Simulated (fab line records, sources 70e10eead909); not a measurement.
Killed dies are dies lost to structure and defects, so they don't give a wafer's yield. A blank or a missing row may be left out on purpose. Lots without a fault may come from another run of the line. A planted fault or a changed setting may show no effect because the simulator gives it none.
fab line records | flow nand_harc
record lots=6 wafers=18 last_day=33
route steps=1302 shown A_M0@1148
lots that met no fault: from a run of the same line without faults
start_h: hours from the record's first day to the start of the lot's first wafer shown | wait_h: hours since the lot's step before | " the same as in the row above | L1.1+2: a row that stands for several wafers | - no value, or no start given | * or withheld: withheld | < > ~ a bound
route shown NAME@n: a module of which the file shows steps, and the number in the route of the first | usual: mean/standard deviation of fault-free wafers | same: alike in all rows | chamber/n: place in a boat | sites: the reading at each site | _std_site: their standard deviation | _edge_site: outer sites' mean less inner sites' | radius_mm: how far each site lies from the wafer's centre | mask NAME#n: copy n | behind: the tool/chamber that last shaped the wafer | hold: why the lot was held/for how many hours/how that ended | device: the transistor (n, p or np) that didn't switch | end of line: the same wafers' tests at the end of the route | a step without rows: its recipe alone | killed: dies lost to structure and defects at the first sort, not the wafer's yield | map: a wafer's dies, x killed, . not, _ none there
set.NAME: the setting as run; set.NAME@STEP: as run at that earlier step | model.NAME: the simulator's own value behind a step, which no gauge read
lots at some steps of the route; a table a step, a row a wafer
services: from which hour (start_h, from the record's first day; less than 0 if before it) a tool's chamber was out of use, for how many hours, and why
## steps
# step NHARC_A_M0_OVL_MEAS_10
# recipe pitch_nm=160
# usual overlay_x_nm=0.0/0.67 overlay_y_nm=0.1/0.82
# columns lot.wafer tool chamber start_h wait_h overlay_x_nm overlay_y_nm
L265.3 overlay-02 - 555.05 - 0.6 1.3
L265.4 " - " " 0.5 1.5
L265.6 " - " " 0.6 1.1
L267.1 overlay-02 - 562.03 - -0.2 -0.1
L267.2 " - " " -0.3 1.0
L267.5 " - " " 0.3 0.1
L271.1 overlay-02 - 622.29 - -0.8 0.3
L271.4 " - " " -0.8 0.5
L271.6 " - " " -0.9 0.4
L273.2 overlay-02 - 624.79 - 0.8 1.4
L273.4 " - " " 0.3 1.0
L273.5 " - " " 0.3 0.6
L282.2 overlay-02 - 713.88 - -0.7 0.1
L282.3 " - " " -0.3 0.2
L282.6 " - " " -1.0 -0.3
L285.2 overlay-02 - 759.55 - 1.8 -0.3
L285.5 " - " " 0.9 -0.3
L285.6 " - " " 1.1 -0.3
# step NHARC_A_M0_INSPECT_11
# usual raw_defect_count=85/35
# columns lot.wafer tool chamber start_h wait_h raw_defect_count
L265.3 defect_inspect-01 - 555.08 0.0 111
L265.4 " - " " 125
L265.6 " - " " 92
L267.1 defect_inspect-02 - 562.07 0.0 30
L267.2 " - " " 17
L267.5 " - " " 24
L271.1 defect_inspect-02 - 622.33 0.0 129
L271.4 " - " " 121
L271.6 " - " " 113
L273.2 defect_inspect-02 - 624.82 0.0 68
L273.4 " - " " 67
L273.5 " - " " 73
L282.2 defect_inspect-01 - 713.92 0.0 85
L282.3 " - " " 76
L282.6 " - " " 70
L285.2 defect_inspect-01 - 759.59 0.0 63
L285.5 " - " " 74
L285.6 " - " " 52
# step NHARC_A_M0_DESCUM_14
# recipe time_s=3 o2_flow_sccm=200 ar_flow_sccm=0 bias_power_w=0 chemistry=O2
# usual drypump_motor_current_A=5.8/0.37 o2_flow_sccm=199.9/0.55 oes_product_au=0.997/0.013 rf_vpp_V=57.5/0.8 showerhead_plenum_p_Torr=1.87/0.059 throttle_valve_pct=11.310/0.0091
# columns lot.wafer tool chamber start_h wait_h drypump_motor_current_A o2_flow_sccm oes_product_au rf_hours_counter_h rf_vpp_V showerhead_plenum_p_Torr throttle_valve_pct
L265.3 rie_diel-10 3 555.14 0.1 6.4 199.3 1.007 8.0 57.0 1.95 11.313
L265.4 " 1 " " 5.6 200.3 1.004 8.6 57.6 1.80 11.312
L265.6 " 0 " " 5.9 199.7 1.013 - 58.0 1.94 11.310
L267.2 rie_diel-04 3 562.13 0.1 5.9 199.2 1.025 1.2 59.2 1.96 11.317
L267.1 " 0 " " 5.7 200.6 1.005 0.8 57.3 1.89 11.310
L267.5 " 0 " " 5.7 200.5 1.009 - 58.3 1.89 11.289
L271.4 rie_diel-08 3 622.40 0.1 5.5 200.0 0.992 2.7 58.5 1.86 11.320
L271.1 " 1 " " 5.9 199.6 0.998 3.0 57.6 1.88 11.303
L271.6 " 3 " " 5.5 200.8 0.986 - 57.2 1.86 11.309
L273.4 rie_diel-10 2 624.88 0.1 5.2 200.4 1.014 3.0 57.3 1.88 11.297
L273.2 " 0 " " 5.8 199.5 1.006 3.4 58.0 1.94 11.299
L273.5 " 2 " " 5.2 200.2 1.009 - 59.1 1.88 11.298
L282.3 rie_diel-08 1 713.99 0.1 5.9 200.5 0.985 7.5 56.4 1.88 11.316
L282.2 " 3 " " 5.5 200.5 0.970 8.0 57.5 1.86 11.311
L282.6 " 1 " " 5.9 200.5 0.982 - 58.1 1.88 11.310
L285.2 rie_diel-04 1 759.65 0.1 6.1 200.2 0.995 2.7 57.8 1.99 11.302
L285.5 " 1 " " 6.1 199.5 0.991 - 57.4 1.99 11.309
L285.6 " 2 " " 4.7 199.3 1.016 - 57.4 1.79 11.313
# step NHARC_A_M0_ETCH_34
# recipe target_depth_a=400 overetch_a=120 time_s=43.94 ion_energy_ev=200 n2_flow_sccm=150 h2_flow_sccm=150 ar_flow_sccm=0 rf_w=400 bias_w=150 chemistry=N2/H2
# usual drypump_motor_current_A=5.8/0.38 oes_product_au=0.998/0.012 rf_vpp_V=429.5/2 showerhead_plenum_p_Torr=2.00/0.064 throttle_valve_pct=14.171/0.0094
# columns lot.wafer tool chamber start_h wait_h drypump_motor_current_A oes_product_au rf_hours_counter_h rf_vpp_V showerhead_plenum_p_Torr throttle_valve_pct
L265.4 rie_diel-10 1 555.23 0.1 5.7 1.004 8.6 426.8 1.91 14.175
L265.3 " 2 " " 5.2 0.985 8.5 429.2 2.01 14.160
L265.6 " 1 " " 5.6 1.003 - 427.7 1.91 14.162
L267.2 rie_diel-04 1 562.22 0.1 6.1 0.991 0.7 433.1 2.13 14.171
L267.1 " 2 " " 4.7 0.995 1.2 426.1 1.91 14.174
L267.5 " 1 " " 6.1 0.992 - 432.0 2.13 14.175
L271.1 rie_diel-08 3 622.47 0.1 5.5 0.992 2.7 430.3 1.98 14.160
L271.4 " 1 " " 5.9 1.001 3.0 428.8 2.01 14.182
L271.6 " 3 " " 5.5 0.992 - 428.9 1.98 14.165
L273.4 rie_diel-10 3 624.97 0.1 6.4 1.013 3.0 431.0 2.08 14.168
L273.2 " 2 " " 5.2 1.015 3.0 430.7 2.01 14.174
L273.5 " 0 " " 5.8 1.011 - 431.6 2.07 14.169
L282.2 rie_diel-08 1 714.07 0.1 5.8 0.974 7.6 430.2 2.01 14.160
L282.3 " 2 " " 6.2 0.987 7.6 426.2 1.91 14.171
L282.6 " 1 " " 5.9 0.986 - 428.0 2.00 14.162
L285.2 rie_diel-04 2 759.75 0.1 4.7 1.008 2.9 427.5 1.91 14.178
L285.6 " 0 " " 5.7 1.027 - 431.1 2.01 14.152
L285.5 " 1 " " 6.1 0.994 - 432.0 2.13 14.188
# step NHARC_A_M0_ETCH_15
# recipe target_depth_a=1500 overetch_a=150 time_s=82.5 c4f8_flow_sccm=withheld ar_flow_sccm=400 rf_w=600 bias_w=300 chemistry=C4F8/Ar
# usual oes_product_au=0.956/0.021 rf_vpp_V=439.7/2.1
# columns lot.wafer tool chamber start_h wait_h oes_product_au rf_hours_counter_h rf_vpp_V
L265.4 rie_diel-10 1 - - 0.920 8.7 438.6
L265.3 " 2 " " 0.907 8.6 441.8
L265.6 " 3 " " 0.954 - 443.8
L267.1 rie_diel-04 3 - - 0.976 1.2 440.5
L267.2 " 0 " " 0.962 0.8 440.1
L267.5 " 0 " " 0.967 - 439.1
L271.1 rie_diel-08 2 - - 0.945 3.1 436.7
L271.4 " 3 " " 0.946 2.7 439.2
L271.6 " 2 " " 0.938 - 437.3
L273.4 rie_diel-10 1 - - 0.976 3.4 438.3
L273.2 " 3 " " 0.966 3.0 441.8
L273.5 " 1 " " 0.975 - 437.6
L282.3 rie_diel-08 3 - - 0.966 8.1 439.8
L282.2 " 0 " " 0.953 8.0 438.6
L282.6 " 3 " " 0.971 - 440.3
L285.2 rie_diel-04 1 - - 0.958 2.8 443.0
L285.6 " 1 " " 0.954 - 443.2
L285.5 " 2 " " 0.960 - 437.6
# step NHARC_A_M0_CD_MEAS_16
# usual cd_nm=80.4/1
# columns lot.wafer tool chamber start_h wait_h cd_nm
L265.3 cd_sem-02 - 555.45 - 79.3
L265.4 " - " " 79.8
L265.6 " - " " 78.8
L267.1 cd_sem-02 - 562.43 - 80.0
L267.2 " - " " 79.9
L267.5 " - " " 78.7
L271.1 cd_sem-03 - 622.68 - 80.6
L271.4 " - " " 81.8
L271.6 " - " " 81.5
L273.2 cd_sem-03 - 625.18 - 79.6
L273.4 " - " " 79.2
L273.5 " - " " 79.5
L282.2 cd_sem-03 - 714.28 - 79.8
L282.3 " - " " 81.2
L282.6 " - " " 80.4
L285.2 cd_sem-01 - 759.95 - 80.1
L285.5 " - " " 81.3
L285.6 " - " " 78.6
# step NHARC_A_M0_STRIP_18
# recipe power_w=1000 n2_flow_sccm=150 h2_flow_sccm=150 ar_flow_sccm=0 bias_w=0 chemistry=N2/H2
# step NHARC_A_M0_STRIP_19
# recipe time_s=600 temp_c=30 chemistry=post_etch_residue_remover
# step NHARC_A_M0_DEGAS_28
# recipe temp_c=250 time_s=60
# step NHARC_A_M0_PRE_CLEAN_29
# recipe time_s=30 temp_c=280 gas=H2/He
# step NHARC_A_M0_PVD_20
# recipe target_thk_a=50 bias_v=168.6 power_w=15000 chamber_pressure_pa=0.12 time_s=8.06 substrate_temp_c=50 material=TaN
# step NHARC_A_M0_PVD_21
# recipe target_thk_a=300 chamber_pressure_pa=5 power_w=5000 substrate_temp_c=30 time_s=20.49 material=Cu
# usual substrate_temp_c=30.00/0.1 throttle_valve_pct=30.5/0.85
# columns lot.wafer tool chamber start_h wait_h substrate_temp_c throttle_valve_pct
L265.4 pvd_sputter-03 - - - 29.94 28.7
L265.3 " - " " 29.96 29.7
L265.6 " - " " 29.97 28.6
L267.2 pvd_sputter-02 - - - 29.96 31.3
L267.1 " - " " 29.87 31.1
L267.5 " - " " 30.01 31.1
L271.1 pvd_sputter-02 - - - 30.33 31.0
L271.4 " - " " 29.92 30.3
L271.6 " - " " 29.97 31.2
L273.4 pvd_sputter-03 - - - 30.06 29.4
L273.2 " - " " 29.99 30.2
L273.5 " - " " 29.89 29.6
L282.3 pvd_sputter-03 - - - 29.86 29.5
L282.2 " - " " 30.02 30.3
L282.6 " - " " 30.01 30.1
L285.2 pvd_sputter-02 - - - 30.01 30.5
L285.5 " - " " 30.12 32.1
L285.6 " - " " 29.87 30.5
# step NHARC_A_M0_ECD_22
# recipe target_thk_a=4000 bath_temp_c=25 material=Cu
# usual bath_temp_c=24.99/0.097
# columns lot.wafer tool chamber start_h wait_h bath_temp_c
L265.4 ecd_cu-02 1 556.53 - 25.00
L265.3 " 0 " " 24.93
L265.6 " 1 " " 25.01
L267.1 ecd_cu-02 1 563.40 - 24.93
L267.2 " 0 " " 25.05
L267.5 " 1 " " 24.87
L271.1 ecd_cu-02 1 623.68 - 24.91
L271.4 " 1 " " 24.97
L271.6 " 0 " " 25.06
L273.2 ecd_cu-02 1 626.16 - 25.00
L273.4 " 0 " " 24.98
L273.5 " 0 " " 25.08
L282.2 ecd_cu-02 1 715.28 - 24.91
L282.3 " 0 " " 25.00
L282.6 " 1 " " 25.06
L285.2 ecd_cu-02 0 760.98 - 24.87
L285.5 " 0 " " 24.93
L285.6 " 1 " " 24.90
# step NHARC_A_M0_ANNEAL_30
# recipe temp_c=225 time_s=90
# usual wafer_temp_C_max=226.4/0.51
# columns lot.wafer tool chamber start_h wait_h wafer_temp_C_max
L265.3 rtp_anneal-01 0 556.92 0.3 227.3
L265.4 " 0 " " 226.8
L265.6 " 0 " " 226.3
L267.1 rtp_anneal-02 0 563.78 0.3 225.7
L267.2 " 0 " " 226.1
L267.5 " 0 " " 226.1
L271.1 rtp_anneal-02 0 624.06 0.3 226.7
L271.4 " 0 " " 226.4
L271.6 " 0 " " 226.4
L273.2 rtp_anneal-01 0 626.60 - 226.9
L273.4 " 0 " " 226.5
L273.5 " 0 " " 227.6
L282.2 rtp_anneal-02 0 715.71 - 226.1
L282.3 " 0 " " 225.9
L282.6 " 0 " " 226.4
L285.2 rtp_anneal-01 0 761.41 - 227.3
L285.5 " 0 " " 226.5
L285.6 " 0 " " 226.8
# step NHARC_A_M0_CMP_23
# recipe t_overpolish_s=20 target_thk_nm=113.75
# usual motor_current_A=12.1/1.2 time_to_endpoint_s=30/3.5
# columns lot.wafer tool chamber start_h wait_h motor_current_A time_to_endpoint_s
L265.3 cmp-02 1 557.16 - 12.1 28
L265.4 " 3 " " 10.2 29
L265.6 " 2 " " 12.5 36
L267.1 cmp-04 2 564.19 - 11.3 29
L267.2 " 3 " " 11.3 27
L267.5 " 1 " " 9.7 23
L271.1 cmp-04 2 624.40 - 11.3 9
L271.4 " 0 " " 11.8 28
L271.6 " 2 " " 11.5 10
L273.2 cmp-03 2 626.89 - 14.1 34
L273.4 " 0 " " 11.9 29
L273.5 " 3 " " 11.3 14
L282.3 cmp-03 2 716.03 - 14.7 29
L282.2 " 3 " " 10.6 34
L282.6 " 2 " " 14.3 32
L285.2 cmp-03 1 761.70 - 13.6 31
L285.5 " 1 " " 13.8 32
L285.6 " 2 " " 13.5 28
## services
# columns tool chamber start_h hours kind
rie_diel-04 - 531.97 9.0 pm
cmp-03 - 541.63 3.1 repair
rie_diel-08 - 544.85 9.0 pm
cmp-03 - 554.37 4.0 pm
pvd_sputter-03 - 554.89 0.7 repair
rie_diel-10 0 570.28 1.5 repair
pvd_sputter-03 - 590.50 1.5 repair
rie_diel-10 2 592.47 8.4 repair
ecd_cu-02 - 596.04 8.0 pm
rie_diel-10 - 596.50 9.0 pm
pvd_sputter-02 - 606.32 2.5 repair
rie_diel-10 - 620.45 0.6 repair
cmp-03 - 624.30 2.3 repair
pvd_sputter-02 - 638.00 10.0 pm
cmp-03 - 638.98 0.4 repair
cmp-03 - 652.37 4.0 pm
pvd_sputter-02 - 668.98 7.1 repair
ecd_cu-02 - 672.05 9.7 repair
rie_diel-04 1 690.55 9.4 repair
cmp-03 - 693.22 3.1 repair
rie_diel-04 - 708.97 9.0 pm
rie_diel-08 - 721.85 9.0 pm
rie_diel-04 0 735.28 5.1 repair
rie_diel-10 2 736.33 5.9 repair
## key
first_sign step=NHARC_A_M0_CMP_23 reading=time_to_endpoint_s direction=down sigmas=5.3 usual=* struck=*
effect none on later readings
met_at NHARC_A_M0_ECD_22
struck_wafers L271.1,L271.6,L273.5
later_rows_left_out L271.1,L271.6,L273.5
sort_left_out L271.1,L271.6,L273.5
onset_between 563.40 623.68
fault kind=process_parameter_drift tool=ecd_cu-02 chamber=- onset_h=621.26 steps=NHARC_A_M0_ECD_22 channel=target_thk_a offset=* shape=step end_h=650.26 scope=struck_wafers_only acts_in=* stated=*
# sort_left_out: the simulated sort isn't trusted on such a fault, so these wafers' sort isn't shown, and their yield isn't known
# later_rows_left_out: the simulator's readings of these wafers behind a module that went badly wrong aren't trusted and aren't shown, but for the sort
